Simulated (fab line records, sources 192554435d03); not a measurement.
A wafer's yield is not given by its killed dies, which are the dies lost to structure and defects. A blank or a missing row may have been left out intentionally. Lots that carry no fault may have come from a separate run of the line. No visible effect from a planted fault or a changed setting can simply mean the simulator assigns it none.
Chamber matching    flow n5-finfet    N5_BEOL_M0_SAQP_ETCH_84 on rie-diel-01 has 4 sister chambers
The step etches SOC in N2/H2, target depth 100 nm, overetch 20 nm, time 150 s. 16 wafers are shown with their chamber, then 8 later ones without.

## EACH WAFER AND ITS CHAMBER
wafer   chamber  showerhead-plenum-p-Torr (Torr)  throttle-valve-pct (%)  oes-product-au (a.u.)
L077.1  1        2.71                             17.86                   0.91
L077.4  0        2.65                             17.88                   0.68
L077.5  2        2.40                             17.78                   0.62
L078.1  0        2.65                             17.88                   0.67
L078.5  3        2.65                             18.16                   0.67
L078.6  0        2.65                             17.90                   0.68
L080.1  2        2.40                             17.80                   0.62
L080.5  2        2.40                             17.80                   0.62
L080.6  1        2.71                             17.86                   0.88
L082.2  1        2.71                             17.87                   0.86
L082.4  2        2.40                             17.80                   0.61
L082.5  2        2.40                             17.80                   0.62
L083.4  3        2.64                             18.17                   0.66
L083.5  3        2.64                             18.17                   0.65
L083.6  0        2.64                             17.91                   0.67
L084.1  1        2.71                             17.89                   0.83

SIGNATURES, as means of the wafers listed above
reading                   chamber 0  chamber 1  chamber 2  chamber 3  scatter within a chamber
showerhead-plenum-p-Torr  2.6475     2.7100     2.4000     2.6433     0.00344
throttle-valve-pct        17.8925    17.8700    17.7960    18.1667    0.0118
oes-product-au            0.6750     0.8700     0.6180     0.6600     0.0177
Rule: for a wafer and a chamber, the distance is found by dividing, reading by reading, the gap between the wafer's reading and the chamber's mean by the reading's scatter, squaring, summing and taking the root. The wafer belongs to the nearest chamber; if the next one is less than 2 further off, it can't be placed. The scatter is the square root of a quotient: the sum, over the shown wafers, of each reading's squared deviation from its chamber's mean, divided by wafers minus chambers.

## WAFERS WITH NO CHAMBER GIVEN
wafer   showerhead-plenum-p-Torr (Torr)  throttle-valve-pct (%)  oes-product-au (a.u.)
L084.2  2.64                             18.18                   0.66
L084.4  2.40                             17.80                   0.61
L091.2  2.64                             18.20                   0.64
L091.4  2.63                             17.93                   0.65
L091.5  2.70                             17.90                   0.81
L093.1  2.63                             17.94                   0.65
L093.4  2.70                             17.91                   0.80
L093.5  2.63                             17.96                   0.67

## WHICH CHAMBER EACH WENT THROUGH
wafer   from the rows above  in truth
L084.2  3                    3
L084.4  2                    2
L091.2  3                    3
L091.4  0                    0
L091.5  1                    1
L093.1  0                    0
L093.4  1                    1
L093.5  0                    0
8 of 8 placed correctly. From these rows, 0 cannot be placed. Wrongly placed: 0.
